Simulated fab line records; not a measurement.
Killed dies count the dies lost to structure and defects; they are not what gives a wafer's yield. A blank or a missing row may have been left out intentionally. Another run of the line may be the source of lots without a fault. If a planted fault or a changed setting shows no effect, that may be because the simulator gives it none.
A struck lot beside a sound one | flow n5 finfet | 17 out of 1938 route steps
Sound: the wafers L988.1, L988.2, L988.6. Struck: wafer L990.5. (L990.4, L990.6 of the same lot were not struck and are left out.) The cause comes at the end.
For every step that has rows: the tool of each side, followed by ch and its chambers, followed by its first start. Under that, the readings that differ: sound wafers | struck wafers | difference of the means | sigmas: that difference in standard deviations of wafers without a fault.
alike: readings with means less than 2 such deviations apart, plus words and numbers identical on both sides. not compared: withheld readings, readings lacking a value on some wafer, bounds such as >300 that could conceal the same value, and numbers that have no deviation in the record and whose values overlap.
A row with sigmas, a row that says differs or no value, or rows on one side alone: a step with any of these is where the two part. Non-overlapping numbers with no deviation appear without sigmas and do not part them. A reading missing from all wafers of one side parts the sides only when that side holds two or more wafers.

first, 4 steps without rows for these wafers: N5_BEOL_M7_HM_STRIP_39 (strips TiN in peroxide tin strip, target depth 25 nm, time 158 s); N5_BEOL_M7_SRD_40 (time 30 s); N5_BEOL_M7_PRECLEAN_42 (cleans in residue remover, time 60 s); N5_BEOL_M7_SRD_43 (time 30 s).
N5_BEOL_M7_CD_MEAS_35: the cd target is 40 nm.
  sound: cd sem-01 at day 11 19:16; struck: cd sem-02 at day 12 17:39
  alike: cd nm
N5_BEOL_M7_CURE_75: cures SiCOH lowk, time 120 s.
  sound on uv cure-03 ch 2, day 11 19:19; struck on uv cure-03 ch 1, day 12 18:26
  alike: lamp power pct, wafer_temp_C_max
then, 1 step without rows for these wafers: N5_BEOL_M7_DEGAS_44 (time 60 s).
N5_BEOL_M7_PRE_CLEAN_45: time 30 s.
  sound: pvd sputter-01 at day 11 19:43; struck: pvd sputter-02 at day 12 19:39
  alike: heater power w, susceptor temp C
N5_BEOL_M7_ALD_77: deposits TaN, target thk 2 nm, pulse time 2 s, purge time 3 s.
  sound on ald metal-01 ch 1,2,3, day 11 19:46; struck on ald metal-04 ch 0, day 12 19:44
  alike: heater power w, susceptor temp C
then, 2 steps without rows for these wafers: N5_BEOL_M7_SURFACE_TREAT_79; N5_BEOL_M7_CVD_78 (deposits Co from CCTBA/H2, target thk 2 nm, time 142.3 s).
N5_BEOL_M7_SPUTTER_48: material Cu, target thk 10 nm, time 1.667 s.
  sound: pvd sputter-01 at day 11 20:14; struck: pvd sputter-02 at day 12 20:32
  alike: cathode dc power W, chuck gas flow sccm, substrate temp c, susceptor temp C, throttle valve pct
N5_BEOL_M7_ECD_50: material Cu, target thk 300 nm.
  sound on ecd cu-02 ch 0,1, day 11 20:21; struck on ecd cu-02 ch 0, day 12 20:41
  reading                                | sound             | struck | difference | sigmas
  model.Cu_of_BEOL_M7_ECD_50.thk nm (nm) | 302.2 306.8 304.4 | 141.4  | -163.1     |
N5_BEOL_M7_ANNEAL_51: time 90 s.
  sound on rtp anneal-01 ch 0, day 11 20:27; struck on rtp anneal-02 ch 0, day 12 20:53
  reading           | sound                | struck | difference | sigmas
  anneal temp c (C) | 224.91 224.95 224.87 | 225.24 | +0.33      | +2
  alike: wafer_temp_C_max
N5_BEOL_M7_CMP_52: polishes, stops on SiCOH lowk, t overpolish 6.9 s, target thk 80 nm.
  sound on cmp-02 ch 0,1,2, day 11 20:44; struck on cmp-04 ch 0, day 12 21:07
  reading                | sound    | struck | difference | sigmas
  time to endpoint s (s) | 66 67 63 | 24     | -41        | -14
  alike: clearing platen rpm, motor current A
N5_BEOL_M7_THK_MEAS_53: measures by xrf.
  sound: film metro-01 at day 11 21:02; struck: film metro-02 at day 12 21:20
  alike: M7_THK
after that, 1 step had no rows for these wafers: N5_PASSIVATION_PROBE_49.

## WHERE THEY PART
Last at N5_BEOL_M7_CMP_52 as far as this record goes, first at N5_BEOL_M7_ANNEAL_51. Later steps at which nothing parts them and some readings are alike: N5_BEOL_M7_THK_MEAS_53.

WHY: whatever the simulator had introduced
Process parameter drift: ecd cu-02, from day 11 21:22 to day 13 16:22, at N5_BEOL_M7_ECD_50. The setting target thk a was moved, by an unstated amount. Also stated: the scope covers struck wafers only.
